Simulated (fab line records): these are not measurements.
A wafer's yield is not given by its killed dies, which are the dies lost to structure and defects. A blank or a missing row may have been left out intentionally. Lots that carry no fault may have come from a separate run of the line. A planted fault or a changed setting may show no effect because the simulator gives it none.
Matching of chambers / flow n5-finfet / rie-si-01 running N5_DUMMY_GATE_ETCH_44: 4 sister chambers
The step etches poly-Si in HBr/O2, stops on SiO2, target depth 127.5 nm. 4 wafers are shown with their chamber, then 7 later ones without.

EACH WAFER AND ITS CHAMBER
wafer=L085.2; chamber=3; throttle-valve-pct (%)=18.26
wafer=L085.6; chamber=2; throttle-valve-pct (%)=18.30
wafer=L086.3; chamber=1; throttle-valve-pct (%)=18.29
wafer=L086.4; chamber=0; throttle-valve-pct (%)=18.21

WAFERS MISSING THEIR CHAMBER
wafer=L086.5; throttle-valve-pct (%)=18.30
wafer=L087.3; throttle-valve-pct (%)=18.31
wafer=L087.5; throttle-valve-pct (%)=18.31
wafer=L087.6; throttle-valve-pct (%)=18.32
wafer=L095.2; throttle-valve-pct (%)=18.30
wafer=L095.3; throttle-valve-pct (%)=18.32
wafer=L095.5; throttle-valve-pct (%)=18.21

EACH ONE'S CHAMBER
wafer=L086.5; from the rows above=can't be placed: 2 or 1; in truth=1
wafer=L087.3; from the rows above=can't be placed: 2 or 1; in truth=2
wafer=L087.5; from the rows above=can't be placed: 2 or 1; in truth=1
wafer=L087.6; from the rows above=can't be placed: 2 or 1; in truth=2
wafer=L095.2; from the rows above=can't be placed: 2 or 1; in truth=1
wafer=L095.3; from the rows above=can't be placed: 2 or 1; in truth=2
wafer=L095.5; from the rows above=0; in truth=0
1 of 7 placed correctly. Can't be placed from these rows: 6 (the true chamber is among the candidates in 6). 0 placed wrongly.
How it was worked out, from the rows above alone: a wafer's distance from a chamber is the root of the sum, over the readings, of the square of ((its reading less the chamber's mean) divided by the reading's scatter). If the next closest chamber is less than 2 further off than the closest, the wafer can't be placed; otherwise it belongs to the closest. A chamber's mean is the mean of its shown wafers. The scatter: root of mean squared gap, hidden wafer to nearest shown wafer, with one shown wafer a chamber.
